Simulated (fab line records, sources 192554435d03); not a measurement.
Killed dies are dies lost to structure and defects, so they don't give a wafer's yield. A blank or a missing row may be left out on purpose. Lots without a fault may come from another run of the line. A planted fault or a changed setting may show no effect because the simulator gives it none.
Problem report in the 8D (eight disciplines) form, filled by code | flow n5_finfet | the parts of the form that need people (team, actions taken, sign-off) are left out

1. THE PROBLEM
COMB_M1 at N5_BEOL_M4_RC_MEAS_101 reads a mean of 1.4e-10 S/m on 1 wafer of 1 lot; wafers without a fault read 5.7e-11 S/m with a standard deviation of 1.2e-11. That is +7.2 standard deviations from the usual mean.
First seen on wafer L664.6, day 12 00:10, on prober-02. The record holds 27 wafers of 9 lots with a number at this step. Rule for "out", or "out of limits": more than 4 standard deviations from the usual mean. The other wafers with a number count as sound.

2. WHAT IT IS AND WHAT IT IS NOT
question                    | is                                                     | is not
which readings at this step | COMB_M1, CHAIN_V0, CHAIN_V0_max_site, COMB_M1_max_site | DIBL_N, DIBL_P, IOFF_N, IOFF_P, ION_N, ION_P, SS_N, SS_P, VT_N, VT_P
which lots                  | L664                                                   | L648, L650, L654, L655, L661, L666, L667, L669
which wafers of those lots  | L664.6                                                 | L664.3, L664.4
read on which gauges        | prober-02                                              | prober-01
when                        | from day 12 00:10                                      | up to then (17 sound wafers); but 9 sound wafers of L666, L667, L669 came after

3. SUSPECTS, AND WHAT RULES EACH OUT
Counting: a tool at a process step up to the reading stays a suspect if it ran every lot that is out. Sound lots after the first of them don't rule it out here, since some wafers of a struck lot are sound.
- the gauge at N5_BEOL_M4_RC_MEAS_101: kept. All the wafers that are out were read on prober-02, and no step on other tools shows them out.
- ald_metal-04 at N5_BEOL_M1_ALD_84 (deposits TaN, pulse time 2 s, purge time 3 s, co reactant purge time 2 s): kept. It ran the lot that is out, L664 (day 10 16:41); its last sound lot up to then is L654 (day 7 20:30).
- pvd_sputter-02 at N5_BEOL_M1_SURFACE_TREAT_85: kept. It ran the lot that is out, L664 (day 10 16:57); its last sound lot up to then is L661 (day 10 02:02).
- pvd_sputter-01 at N5_BEOL_M1_SPUTTER_81 (material Cu, target thk 4.5 nm, time 8.29 s): kept. It ran the lot that is out, L664 (day 10 17:39); its last sound lot up to then is L650 (day 6 23:32).
- Within ald_metal-04 at N5_BEOL_M1_ALD_84: the wafers that are out ran in chamber 3; their sound lot-mates ran in chambers 0, 2.
Left after counting: ald_metal-04 at N5_BEOL_M1_ALD_84, pvd_sputter-02 at N5_BEOL_M1_SURFACE_TREAT_85, pvd_sputter-01 at N5_BEOL_M1_SPUTTER_81, prober-02 at N5_BEOL_M4_RC_MEAS_101.

4. THE CAUSE (what the simulator had put in)
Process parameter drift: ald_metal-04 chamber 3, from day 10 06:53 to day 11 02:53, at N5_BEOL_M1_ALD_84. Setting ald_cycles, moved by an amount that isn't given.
Counting left 4 suspects, and this tool is among them.

5. THE CHAIN OF EFFECTS, in route order
Each row: a reading whose mean over the struck wafers that have a number lies more than 3 standard deviations from the usual. Only readings for which the record gives a usual standard deviation are gone through. hours: the time from each lot's start at the first step in this table that gives one to its start at this step, as a median over the lots. sigmas: the change in usual standard deviations.
hours | step                    | reading            | usual        | on struck wafers | change   | sigmas
0     | N5_BEOL_M4_RC_MEAS_101  | CHAIN_V0           | 235 ohm/link | 197              | -38      | -4.4
0     | N5_BEOL_M4_RC_MEAS_101  | CHAIN_V0_max_site  | 244 ohm/link | 205              | -39      | -4.2
0     | N5_BEOL_M4_RC_MEAS_101  | COMB_M1            | 5.7e-11 S/m  | 1.4e-10          | +8.6e-11 | +7.2
0     | N5_BEOL_M4_RC_MEAS_101  | COMB_M1_max_site   | 8.4e-11 S/m  | 1.9e-10          | +1.0e-10 | +5.1
101   | N5_PASSIVATION_PROBE_49 | killed_at_M0_to_M3 | 34           | 110              | +76      | +8.1
101   | N5_PASSIVATION_PROBE_49 | sort_bin_4_leakage | 0.00 %       | 6.02             | +6.02    | +99 or more
The process steps in it:
- N5_PASSIVATION_PROBE_49

6. WHAT WOULD HAVE CAUGHT IT SOONER
In this record the first reading out of limits at a measuring or inspecting step was taken at day 12 00:10, 41 hours after the fault began at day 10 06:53.
Of the tool readings at N5_BEOL_M1_ALD_84 for which the record gives a usual standard deviation, none was out on any struck wafer, so an alarm limit of 4 standard deviations on them would not have fired.
All the lots that are out (1) had begun N5_BEOL_M1_ALD_84 on ald_metal-04 by day 12 00:10. A hold on the tool at that time would have spared none of them.
